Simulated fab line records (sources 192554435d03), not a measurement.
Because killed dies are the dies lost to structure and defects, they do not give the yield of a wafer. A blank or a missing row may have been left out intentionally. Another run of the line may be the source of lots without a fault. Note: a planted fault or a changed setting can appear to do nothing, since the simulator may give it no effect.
fab line records	flow n5_finfet
record lots=8	wafers=24	last_day=17
route steps=1938 shown MOL_CONTACT_COAG@537 BEOL_M4@1111 PASSIVATION@1936
lots that met no fault: taken from a fault-free run of the same line
start_h: hours from the record's opening day to when the first of the lot's shown wafers began	wait_h: hours elapsed since this lot's preceding step	" the same as in the row above	L1.1+2: several wafers, shown together as one row	- no value present, or no start provided	* or withheld: withheld	< > ~ a bound
route shown NAME@n: NAME is a module with steps in the file, n the number in the route of the first one	usual: mean/standard deviation taken from wafers without a fault	same: alike in all rows	chamber/n: place in a boat	sites: per-site readings	_std_site: standard deviation across them	_edge_site: the outer-site mean with the inner-site mean subtracted	radius_mm: for every site, how far away it sits from the centre of the wafer	mask NAME#n: copy n	behind: the last tool/chamber to shape the wafer	hold: why the lot was held/for how many hours/how that ended	device: the transistor (n, p or np) that didn't switch	end of line: tests run on the same wafers once the route is complete	step lacking rows: just its recipe	killed: at the first sort, the dies lost to defects and structure; wafer yield is something else	map: dies across one wafer; x = killed, . = not, _ = none there
set.NAME: the setting as run; set.NAME@STEP: as run at that earlier step	model.NAME: the simulator's own value behind a step, which no gauge read
route steps across a sampled set of lots; one table per step, one row per wafer
services: a tool's chamber out of use, with start hour (start_h, from the record's first day; less than 0 if before it), hours out, and reason
## steps
# step N5_MOL_CONTACT_COAG_ETCH_15
# recipe chemistry=CH3F/O2	target=SiNx	target_depth_a=70	mask_material=SOC	stop_on=Si:P	over_etch_frac=0.75	ion_energy_ev=120	pressure_mtorr=30	source_w=395	bias_w=73	Ar_flow_sccm=150	CH3F_flow_sccm=30	O2_flow_sccm=20
# usual O2_flow_sccm=19.99/0.054	drypump_motor_current_A=5.7/0.58	oes_ar_750_au=0.77/0.081	oes_o_777_au=0.77/0.083	oes_product_au=0.57/0.064	rf_vpp_V=301/7.2	showerhead_plenum_p_Torr=2.00/0.071	throttle_valve_pct=16.4/0.34
lot.wafer	tool	chamber	start_h	wait_h	O2_flow_sccm	drypump_motor_current_A	oes_ar_750_au	oes_o_777_au	oes_product_au	rf_hours_counter_h	rf_vpp_V	showerhead_plenum_p_Torr	throttle_valve_pct
L583.1	rie_diel-05	1	100.16	0.0	19.96	5.3	0.70	0.71	0.51	224	298	1.88	16.7
L583.3	"	3	"	"	20.03	6.3	0.70	0.70	0.51	238	306	2.05	16.5
L583.5	"	2	"	"	19.94	5.2	0.89	0.90	0.66	-	297	2.02	15.7
L586.1	rie_diel-05	1	120.62	0.0	20.03	5.3	0.70	0.70	0.49	231	299	1.88	16.7
L586.3	"	2	"	"	19.97	5.3	0.88	0.88	0.65	25	296	2.01	15.8
L586.6	"	2	"	"	19.95	5.3	0.89	0.88	0.66	-	296	2.01	15.8
L595.1	rie_diel-04	3	171.31	0.0	20.03	6.2	0.77	0.74	0.57	121	304	1.95	16.7
L595.3	"	1	"	"	19.94	5.9	0.72	0.74	0.51	233	291	2.07	17.0
L595.5	"	0	"	"	20.08	6.7	0.74	0.73	0.54	-	311	2.07	16.3
L596.4	rie_diel-04	1	178.32	0.0	19.97	5.8	0.72	0.74	0.51	-	291	2.06	17.0
L596.5	"	3	"	"	20.02	6.2	0.76	0.74	0.57	-	304	1.94	16.7
L596.6	"	0	"	"	19.96	6.7	0.74	0.72	0.54	-	311	2.07	16.4
L599.2	rie_diel-05	3	195.66	0.0	20.04	6.3	0.91	0.91	0.67	15	308	2.04	16.1
L599.5	"	1	"	"	20.04	5.3	0.97	0.99	0.71	-	303	2.12	16.3
L599.6	"	2	"	"	19.95	5.3	0.83	0.83	0.62	-	295	2.00	15.8
L600.2	rie_diel-04	2	204.74	0.0	20.01	5.7	0.92	0.88	0.70	8	306	1.94	16.1
L600.4	"	3	"	"	19.89	6.2	0.75	0.73	0.56	133	305	1.94	16.7
L600.5	"	2	"	"	20.02	5.6	0.92	0.88	0.70	-	307	1.94	16.1
L602.1	rie_diel-05	3	212.63	0.0	20.02	6.3	0.90	0.89	0.67	21	308	2.04	16.1
L602.3	"	2	"	"	19.95	5.3	0.83	0.83	0.62	60	295	2.00	15.8
L602.4	"	1	"	"	19.96	5.3	0.96	0.96	0.68	-	304	2.12	16.2
L603.1	rie_diel-04	2	226.25	0.0	19.96	5.7	0.89	0.86	0.67	17	307	1.94	16.1
L603.3	"	0	"	"	20.01	6.6	0.72	0.71	0.53	201	311	2.06	16.4
L603.4	"	0	"	"	20.07	6.7	0.73	0.71	0.53	-	310	2.06	16.4
# step N5_MOL_CONTACT_COAG_CD_MEAS_99
# recipe target_cd_nm=17.2	polarity=opening
# usual cd_nm=16.8/0.42
lot.wafer	tool	chamber	start_h	wait_h	cd_nm
L583.1	cd_sem-01	-	100.34	-	16.7
L583.3	"	-	"	"	16.9
L583.5	"	-	"	"	16.6
L586.1	cd_sem-02	-	120.79	-	17.1
L586.3	"	-	"	"	17.9
L586.6	"	-	"	"	16.8
L595.1	cd_sem-02	-	171.49	-	17.3
L595.3	"	-	"	"	16.5
L595.5	"	-	"	"	17.3
L596.4	cd_sem-01	-	178.47	-	16.9
L596.5	"	-	"	"	17.2
L596.6	"	-	"	"	16.8
L599.2	cd_sem-02	-	195.84	-	17.0
L599.5	"	-	"	"	16.7
L599.6	"	-	"	"	16.8
L600.2	cd_sem-03	-	204.92	-	16.9
L600.4	"	-	"	"	17.2
L600.5	"	-	"	"	16.4
L602.1	cd_sem-02	-	212.81	-	16.9
L602.3	"	-	"	"	17.1
L602.4	"	-	"	"	16.8
L603.1	cd_sem-02	-	226.42	-	16.4
L603.3	"	-	"	"	17.1
L603.4	"	-	"	"	16.9
# step N5_MOL_CONTACT_COAG_ALD_20
# recipe material=TiN	target_thk_a=15	temp_c=400	ald_precursor_family=TiCl4	ald_co_reactant=NH3	pulse_time_s=1	purge_time_s=3	co_reactant_purge_time_s=2	co_reactant_pulse_time_s=2	ald_cycles=68	pressure_torr=3
# usual heater_power_w=838/67	precursor_pulse_height_rel=0.999/0.02
# same pulse_time_s=1
lot.wafer	tool	chamber	start_h	wait_h	heater_power_w	precursor_pulse_height_rel
L583.1	ald_metal-02	2	102.53	0.1	867	0.971
L583.3	"	3	"	"	922	1.012
L583.5	"	1	"	"	713	0.969
L586.1	ald_metal-04	2	121.51	0.1	817	1.019
L586.3	"	1	"	"	883	0.980
L586.6	"	1	"	"	915	0.987
L595.1	ald_metal-04	3	173.37	0.1	919	1.024
L595.3	"	2	"	"	823	1.022
L595.5	"	2	"	"	817	1.020
L596.4	ald_metal-04	3	179.18	0.1	930	0.973
L596.5	"	1	"	"	919	1.028
L596.6	"	2	"	"	816	0.994
L599.2	ald_metal-02	0	196.64	0.1	737	1.016
L599.5	"	2	"	"	844	0.980
L599.6	"	1	"	"	729	1.003
L600.2	ald_metal-01	3	205.66	0.1	779	0.998
L600.4	"	1	"	"	774	0.998
L600.5	"	1	"	"	793	1.031
L602.1	ald_metal-01	0	213.42	0.1	813	1.019
L602.3	"	3	"	"	810	1.011
L602.4	"	1	"	"	785	1.013
L603.1	ald_metal-01	1	227.10	0.1	793	1.015
L603.3	"	0	"	"	832	1.014
L603.4	"	3	"	"	794	1.023
# step N5_MOL_CONTACT_COAG_CMP_23
# recipe stop_on=SiO2	t_overpolish_s=1.5	post_cmp_clean=cu_alkaline	down_force_psi=2	platen_rpm=50.289	pad_velocity_m_s=1.0006	target_thk_nm=0
# usual motor_current_A=8.0/0.81	overpolish_run_s=1.499/0.0083	time_to_endpoint_s=9/3.6
lot.wafer	tool	chamber	start_h	wait_h	motor_current_A	overpolish_run_s	time_to_endpoint_s
L583.1	cmp-02	2	107.29	0.0	7.2	1.509	12
L583.3	"	0	"	"	7.4	1.504	10
L583.5	"	2	"	"	6.8	1.501	12
L586.3	cmp-02	0	126.07	0.1	7.3	1.508	8
L586.1	"	1	"	"	8.1	1.497	17
L586.6	"	3	"	"	8.5	1.498	6
L595.3	cmp-02	1	177.82	0.0	8.2	1.495	10
L595.1	"	2	"	"	7.0	1.483	8
L595.5	"	1	"	"	7.8	1.496	11
L596.4	cmp-02	1	183.05	0.0	8.1	1.502	15
L596.5	"	1	"	"	8.1	1.505	12
L596.6	"	2	"	"	7.3	1.489	9
L599.2	cmp-01	1	202.99	0.1	8.6	1.517	13
L599.5	"	2	"	"	6.6	1.502	5
L599.6	"	3	"	"	7.5	1.503	4
L600.4	cmp-04	3	210.16	0.1	8.6	1.503	11
L600.2	"	0	"	"	7.1	1.499	9
L600.5	"	1	"	"	9.0	1.495	10
L602.3	cmp-04	1	217.60	0.0	9.6	1.500	7
L602.1	"	2	"	"	8.7	1.501	6
L602.4	"	3	"	"	8.5	1.506	10
L603.4	cmp-01	3	230.51	0.1	8.3	1.493	11
L603.3	"	0	"	"	8.1	1.507	11
L603.1	"	1	"	"	9.2	1.504	16
# step N5_MOL_CONTACT_COAG_THK_MEAS_29
# recipe reads=SiNx_of_GATE_CUT_PECVD_57+SiNx_of_GATE_CUT_SAC_CAP_01
# usual MD_CAP_THK=17.94/0.093
lot.wafer	tool	chamber	start_h	wait_h	MD_CAP_THK[nm]
L583.1	film_metro-02	-	110.10	-	17.92
L583.3	"	-	"	"	17.94
L583.5	"	-	"	"	17.99
L586.1	film_metro-02	-	128.68	-	17.92
L586.3	"	-	"	"	17.94
L586.6	"	-	"	"	17.85
L595.1	film_metro-02	-	180.50	-	16.26
L595.3	"	-	"	"	16.29
L595.5	"	-	"	"	16.26
L596.4	film_metro-01	-	187.28	-	17.91
L596.5	"	-	"	"	16.41
L596.6	"	-	"	"	17.97
L599.2	film_metro-02	-	205.56	-	17.95
L599.5	"	-	"	"	17.91
L599.6	"	-	"	"	17.89
L600.2	film_metro-02	-	212.77	-	17.96
L600.4	"	-	"	"	17.93
L600.5	"	-	"	"	17.90
L602.1	film_metro-02	-	220.29	-	18.03
L602.3	"	-	"	"	18.19
L602.4	"	-	"	"	18.07
L603.1	film_metro-02	-	233.15	-	17.91
L603.3	"	-	"	"	18.01
L603.4	"	-	"	"	18.20
# step N5_MOL_CONTACT_COAG_ETCH_47
# recipe chemistry=CH3F/O2	target=SiNx	target_depth_a=270	mask_material=SiO2	stop_on=W	over_etch_frac=0.2	ion_energy_ev=120	endpoint=OES-CN	pressure_mtorr=30	source_w=395	bias_w=73	Ar_flow_sccm=150	CH3F_flow_sccm=30	O2_flow_sccm=20	ends=end_point
# usual O2_flow_sccm=20.00/0.061	drypump_motor_current_A=5.7/0.58	etch_rf_on_time_s=31.1/0.5	oes_ar_750_au=0.77/0.082	oes_o_777_au=0.77/0.083	oes_product_au=0.70/0.082	rf_vpp_V=302/7.8	showerhead_plenum_p_Torr=2.01/0.072	throttle_valve_pct=16.41/0.3
lot.wafer	tool	chamber	start_h	wait_h	O2_flow_sccm	drypump_motor_current_A	etch_rf_on_time_s	oes_ar_750_au	oes_o_777_au	oes_product_au	rf_hours_counter_h	rf_vpp_V	showerhead_plenum_p_Torr	throttle_valve_pct
L583.1	rie_diel-04	3	111.81	0.0	20.06	6.2	31.2	0.79	0.76	0.71	98	306	1.95	16.64
L583.3	"	1	"	"	19.97	5.9	31.1	0.73	0.76	0.64	210	291	2.07	16.98
L583.5	"	0	"	"	20.10	6.7	31.7	0.76	0.74	0.67	-	311	2.08	16.33
L586.1	rie_diel-06	1	130.48	0.0	20.09	4.8	31.5	0.73	0.72	0.64	192	290	1.97	16.44
L586.3	"	0	"	"	20.06	6.2	31.1	0.71	0.72	0.63	226	292	1.96	16.70
L586.6	"	1	"	"	19.97	4.8	31.5	0.73	0.72	0.64	-	289	1.97	16.45
L595.1	rie_diel-06	0	182.56	0.0	19.95	6.2	28.8	0.69	0.70	0.61	244	289	1.95	16.74
L595.3	"	3	"	"	20.07	5.9	28.3	0.77	0.77	0.72	97	310	2.01	16.28
L595.5	"	3	"	"	19.93	5.9	28.5	0.78	0.78	0.71	-	310	2.01	16.27
L596.4	rie_diel-05	3	189.80	0.0	20.02	6.3	29.8	0.92	0.93	0.84	13	308	2.04	16.12
L596.5	"	2	"	"	20.05	5.3	28.0	0.83	0.85	0.78	-	297	2.00	15.85
L596.6	"	3	"	"	19.99	6.3	29.5	0.92	0.92	0.85	-	306	2.04	16.13
L599.2	rie_diel-04	0	207.69	0.0	20.03	6.7	31.3	0.73	0.72	0.66	193	310	2.07	16.40
L599.5	"	2	"	"	19.95	5.7	31.1	0.91	0.88	0.85	-	307	1.94	16.09
L599.6	"	1	"	"	20.05	5.9	31.0	0.71	0.73	0.62	-	291	2.06	17.05
L600.2	rie_diel-05	2	214.48	0.0	20.03	5.3	30.7	0.82	0.83	0.75	61	295	2.00	15.85
L600.4	"	3	"	"	20.07	6.3	29.8	0.89	0.89	0.83	-	307	2.04	16.13
L600.5	"	1	"	"	19.97	5.3	30.1	0.95	0.96	0.86	-	304	2.12	16.27
L602.1	rie_diel-04	0	222.46	0.0	19.95	6.7	31.1	0.72	0.71	0.66	200	309	2.07	16.41
L602.3	"	2	"	"	20.03	5.7	31.2	0.90	0.86	0.83	16	307	1.94	16.09
L602.4	"	0	"	"	19.99	6.7	30.7	0.72	0.70	0.66	-	311	2.06	16.43
L603.1	rie_diel-06	1	235.69	0.0	20.02	4.8	31.6	0.70	0.70	0.62	229	289	1.96	16.51
L603.3	"	2	"	"	20.02	5.1	31.3	0.76	0.76	0.69	111	308	2.12	16.23
L603.4	"	3	"	"	19.89	5.9	31.2	0.76	0.76	0.70	118	310	2.00	16.33
# step N5_BEOL_M4_RC_MEAS_101
# usual DIBL_N=36.8/2.2	DIBL_P=37.0/2.8	IOFF_N=0.18/0.043	IOFF_P=0.23/0.05	ION_N=680/14	ION_P=466/9.1	SS_N=71.7/0.74	SS_P=73.5/0.79	VT_N=248/4	VT_P=-249/4.1
lot.wafer	tool	chamber	start_h	wait_h	DIBL_N[mV/V]	DIBL_P[mV/V]	IOFF_N[nA/um]	IOFF_P[nA/um]	ION_N[uA/um]	ION_P[uA/um]	SS_N[mV/dec]	SS_P[mV/dec]	VT_N[mV]	VT_P[mV]
L583.1	prober-01	0	169.07	0.0	39.6	41.3	0.29	0.36	715	484	72.7	74.8	238	-241
L583.3	"	0	"	"	35.4	36.2	0.17	0.22	691	470	71.5	73.3	247	-246
L583.5	"	0	"	"	37.8	39.6	0.23	0.32	696	480	72.1	74.0	243	-242
L586.1	prober-01	0	203.58	0.0	36.2	37.8	0.16	0.20	681	464	72.4	72.9	250	-251
L586.3	"	0	"	"	39.3	41.7	0.21	0.29	692	469	73.0	74.6	247	-248
L586.6	"	0	"	"	36.2	38.4	0.15	0.20	676	463	71.3	72.4	249	-251
L596.4	prober-01	0	253.72	0.5	34.1	33.3	0.12	0.20	659	459	71.4	73.2	254	-249
L596.5	"	0	"	"	35.7	34.9	0.14	0.23	666	467	71.9	73.1	251	-247
L596.6	"	0	"	"	35.5	34.5	0.14	0.22	657	460	71.1	72.6	252	-249
L595.1	prober-02	0	254.04	0.0	39.4	41.1	0.25	0.29	703	478	72.8	74.9	243	-244
L595.3	"	0	"	"	34.7	32.9	0.14	0.15	672	454	71.4	72.9	250	-255
L595.5	"	0	"	"	35.5	35.6	0.15	0.20	670	461	71.3	72.9	250	-252
L600.2	prober-01	0	284.66	0.2	33.8	32.3	0.13	0.18	664	461	71.4	72.0	253	-252
L600.4	"	0	"	"	36.8	36.9	0.18	0.25	682	468	71.5	72.8	247	-249
L600.5	"	0	"	"	38.4	38.7	0.23	0.27	700	479	71.8	73.7	242	-248
L599.2	prober-02	0	284.80	0.2	34.6	34.2	0.13	0.19	664	457	70.7	73.0	252	-251
L599.5	"	0	"	"	30.4	29.0	0.08	0.12	636	441	69.9	71.5	259	-257
L599.6	"	0	"	"	39.2	40.9	0.25	0.31	695	474	71.6	74.1	242	-244
L602.1	prober-01	0	291.49	0.0	37.4	36.0	0.18	0.20	687	459	71.9	73.4	249	-252
L602.3	"	0	"	"	39.8	41.2	0.25	0.31	707	480	73.3	74.3	244	-249
L602.4	"	0	"	"	38.5	37.6	0.21	0.23	683	460	72.8	73.8	247	-250
L603.1	prober-01	0	298.57	0.0	33.4	34.3	0.12	0.17	671	460	70.6	73.1	256	-255
L603.3	"	0	"	"	37.3	39.2	0.20	0.25	687	468	71.6	73.7	246	-250
L603.4	"	0	"	"	35.5	37.2	0.15	0.22	670	466	71.4	73.1	251	-250
# step N5_PASSIVATION_PROBE_49
# usual defect_limited_yield=91.4/1.5	killed_at_M0_to_M3=36/11	killed_at_M4_up=14/6	killed_at_contacts=11/6	killed_at_front_end=37/11	killed_at_other=4/3.4	killed_dies=102/18	killed_open=66/13	killed_short=34/7.8	sort_bin_4_leakage=0.00/0.017	sort_bin_5_function=5.0/0.97	sort_bin_6_memory=3.2/0.7	sort_bin_8_speed=0.0/0.38	sort_n_pass=1078/19	sort_yield_pct=91.3/1.6
# same gross_dies=1180	killed_at_back_side=0
lot.wafer	tool	chamber	start_h	wait_h	defect_limited_yield[%]	killed_at_M0_to_M3	killed_at_M4_up	killed_at_contacts	killed_at_front_end	killed_at_other	killed_dies	killed_open	killed_short	sort_bin_4_leakage[%]	sort_bin_5_function[%]	sort_bin_6_memory[%]	sort_bin_8_speed[%]	sort_n_pass	sort_yield_pct[%]
L596.4	prober-02	-	353.09	0.2	90.9	56	14	7	19	11	107	74	33	0	6.0	2.7	0	1073	90.9
L596.5	prober-02	-	353.14	0.2	90.4	47	16	9	33	8	113	76	37	0	5.8	3.6	0	1067	90.4
L596.6	prober-02	-	353.19	0.3	92.3	49	16	11	12	3	91	61	30	0	4.1	3.1	0	1089	92.3
L595.1	prober-02	-	359.21	0.5	90.0	48	24	26	20	0	118	87	31	0	5.9	3.7	0	1062	90.0
L595.3	prober-02	-	359.31	0.6	90.6	22	36	6	43	4	111	71	39	0	5.3	3.8	0	1069	90.6
L595.5	prober-02	-	359.41	0.7	91.5	30	25	8	36	1	100	64	35	0	5.7	2.5	0	1080	91.5
# killed by level:class
L596.4 BEOL_M0_SAQP:geometric_particle:open=18 BEOL_M0_SAQP:geometric_particle:short=10 BEOL_M3:geometric_particle:short=8 MOL_CONTACT_COAG:geometric_particle:open=6 BEOL_M1:geometric_particle:open=6 BEOL_M2:geometric_particle:open=6 MIM_TOP:geometric_particle:open=6 STI_FIN_REVEAL:geometric_particle:open=5
L596.5 BEOL_M2:geometric_particle:open=13 STI_FIN_REVEAL:geometric_particle:open=12 BEOL_M0_SAQP:geometric_particle:short=10 MOL_CONTACT_COAG:geometric_particle:open=8 BEOL_M0_SAQP:geometric_particle:open=7 BEOL_M3:geometric_particle:open=7 FIN_SAQP:geometric_particle:short=5 GATE_CUT:geometric_particle:short=5
L596.6 BEOL_M0_SAQP:geometric_particle:short=12 BEOL_M2:geometric_particle:open=10 MOL_CONTACT_COAG:geometric_particle:open=8 BEOL_M0_SAQP:geometric_particle:open=8 BEOL_M1:geometric_particle:open=8 BEOL_M5:geometric_particle:open=6 BEOL_M3:geometric_particle:open=4 BEOL_M4:geometric_particle:open=4
L595.1 MOL_CONTACT_COAG:geometric_particle:open=24 BEOL_M2:geometric_particle:open=13 BEOL_M0_SAQP:geometric_particle:short=11 BEOL_M0_SAQP:geometric_particle:open=11 BEOL_M4:geometric_particle:open=10 BEOL_M5:geometric_particle:open=7 FIN_SAQP:geometric_particle:open=5 BEOL_M1:geometric_particle:open=5
L595.3 BEOL_M4:geometric_particle:open=14 FIN_SAQP:geometric_particle:short=12 BEOL_M5:geometric_particle:open=8 STI_FIN_REVEAL:geometric_particle:open=7 BEOL_M0_SAQP:geometric_particle:short=7 GATE_CUT:geometric_particle:short=6 BEOL_M0_SAQP:geometric_particle:open=6 FIN_SAQP:geometric_particle:open=5
L595.5 BEOL_M0_SAQP:geometric_particle:open=9 BEOL_M4:geometric_particle:open=9 FIN_SAQP:geometric_particle:open=7 MOL_CONTACT_COAG:geometric_particle:open=7 GATE_CUT:geometric_particle:short=6 FIN_SAQP:geometric_particle:short=5 BEOL_M3:geometric_particle:open=5 BEOL_M2:geometric_particle:open=5
## services
tool	chamber	start_h	hours	kind
cmp-04	-	81.02	0.5	repair
cmp-02	-	88.35	3.7	repair
ald_metal-04	-	101.21	8.7	pm
cmp-01	-	106.98	32.5	repair
rie_diel-05	3	133.54	-	clean
rie_diel-04	0	138.65	5.3	repair
rie_diel-06	0	147.08	5.7	repair
rie_diel-04	2	159.67	-	clean
rie_diel-04	2	159.67	-	consumable_replace:focus_ring
rie_diel-04	2	159.67	21.8	scheduled_down
rie_diel-04	2	159.67	21.8	vent_cycle
cmp-01	-	171.90	0.8	repair
cmp-04	-	183.56	0.9	repair
ald_metal-02	-	185.64	8.7	pm
cmp-01	-	196.55	4.0	pm
ald_metal-04	0	204.36	3.7	repair
ald_metal-04	-	213.20	1.4	repair
cmp-01	-	213.32	1.2	repair
rie_diel-04	1	214.39	-	clean
rie_diel-04	1	214.39	-	consumable_replace:focus_ring
rie_diel-04	1	214.39	16.8	scheduled_down
rie_diel-04	1	214.39	16.8	vent_cycle
ald_metal-04	1	218.46	9.2	repair
rie_diel-04	1	235.62	8.8	repair
## key
first_sign step=N5_MOL_CONTACT_COAG_THK_MEAS_29	reading=MD_CAP_THK	direction=down	sigmas=17	usual=17.94	struck=16.31
effect step=N5_MOL_CONTACT_COAG_ETCH_47	reading=etch_rf_on_time_s	direction=down	sigmas=5.5	usual=*	struck=*
met_at N5_MOL_CONTACT_COAG_CMP_23
struck_lots L595,L596
struck_wafers L595.1,L595.3,L595.5,L596.5
not_acting_at N5_MOL_CONTACT_COAG_ETCH_15,N5_MOL_CONTACT_COAG_CD_MEAS_99,N5_MOL_CONTACT_COAG_ALD_20
onset_between 126.07 177.82
fault kind=process_parameter_drift	tool=cmp-02	chamber=-	onset_h=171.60	steps=N5_MOL_CONTACT_COAG_CMP_23	channel=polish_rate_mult	offset=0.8	shape=step	end_h=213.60	scope=struck_wafers_only
